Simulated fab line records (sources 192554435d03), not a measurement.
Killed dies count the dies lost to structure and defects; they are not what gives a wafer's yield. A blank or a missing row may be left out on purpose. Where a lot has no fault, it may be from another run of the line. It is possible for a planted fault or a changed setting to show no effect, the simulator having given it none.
A struck lot beside a sound one / flow n5-finfet / 13 out of 1938 route steps
Sound: wafers L531.2, L531.3, L531.6. Struck: wafer L527.4. (L527.1 of the same lot was not struck and is left out.) The cause comes at the end.
For every step that has rows: the tool of each side, followed by ch and its chambers, followed by its first start. Under that, the readings that differ: sound wafers / struck wafers / difference of the means / sigmas: that difference in standard deviations of wafers without a fault.
alike: same words and numbers on both sides, and readings whose means sit less than 2 such deviations apart. not compared: any withheld reading, any reading some wafer has no value for, any bound like >300 that may hide the same value, and any number with overlapping values for which the record gives no deviation.
The two part at a step that has a row with sigmas, a row that says differs or no value, or rows on one side only. When numbers do not overlap yet have no deviation, they are printed without sigmas and do not part them. Lack of a reading on every wafer of one side parts them only where that side has two or more wafers.

first, 2 steps without rows for these wafers: N5_BEOL_M15_STRIP_36 (strips in O2); N5_BEOL_M15_STRIP_62 (strips in O2).
N5_BEOL_M15_STRIP_37: strips in O2.
  sound: rie-diel-05 ch 0,1,2; struck: rie-diel-01 ch 2
reading=rf-vpp-V (V); sound=3.4 3.3 2.8; struck=4.8; difference=+1.6; sigmas=+3
  alike: drypump-motor-current-A, oes-product-au, showerhead-plenum-p-Torr, throttle-valve-pct
  not compared: rf-hours-counter-h
N5_BEOL_M15_ETCH_38: etches SiCN in CF4/N2, target depth 106.4 nm, time 120.5 s.
  sound: rie-diel-05 ch 0,1,2; struck: rie-diel-01 ch 2
  alike: drypump-motor-current-A, oes-product-au, rf-vpp-V, showerhead-plenum-p-Torr, throttle-valve-pct
  not compared: rf-hours-counter-h
then, 2 steps without rows for these wafers: N5_BEOL_M15_PRECLEAN_39 (cleans in residue remover, time 60 s); N5_BEOL_M15_SRD_40 (time 30 s, dry time 30 s).
N5_BEOL_M15_DEGAS_41: time 60 s.
  struck on pvd-sputter-02, day 15 16:46; sound on pvd-sputter-03, day 15 17:37
  alike: heater-power-w
then, 3 steps without rows for these wafers: N5_BEOL_M15_PRE_CLEAN_42 (time 30 s); N5_BEOL_M15_SPUTTER_43 (material TaN, target thk 15 nm, time 24.19 s); N5_BEOL_M15_SPUTTER_44 (material Ta, target thk 15 nm, time 24.19 s).
N5_BEOL_M15_SPUTTER_45: material Cu, target thk 100 nm, time 16.67 s.
  struck on pvd-sputter-02, day 15 17:00; sound on pvd-sputter-03, day 15 17:52
reading=throttle-valve-pct (%); sound=28.8 30.4 28.8; struck=33.1; difference=+3.8; sigmas=+3
  alike: chuck-gas-flow-sccm, substrate-temp-c
N5_BEOL_M15_ECD_47: material Cu, target thk 1860 nm.
  sound on ecd-cu-01 ch 1, day 15 17:58; struck on ecd-cu-02 ch 0, day 15 17:07
reading=model.Cu_of_BEOL_M15_ECD_47.thk-nm (nm); sound=1853 1868 1848; struck=2511; difference=+655; sigmas=
N5_BEOL_M15_ANNEAL_48: time 90 s.
  sound on rtp-anneal-01 ch 0, day 15 18:19; struck on rtp-anneal-01 ch 0, day 15 17:22
  alike: anneal-temp-c-max, wafer_temp_C_max

WHERE THEY PART
Earliest at N5_BEOL_M15_STRIP_37; latest, in this record, at N5_BEOL_M15_SPUTTER_45. Later steps at which nothing parts them and some readings are alike: N5_BEOL_M15_ANNEAL_48.

WHY: the cause the simulator had injected
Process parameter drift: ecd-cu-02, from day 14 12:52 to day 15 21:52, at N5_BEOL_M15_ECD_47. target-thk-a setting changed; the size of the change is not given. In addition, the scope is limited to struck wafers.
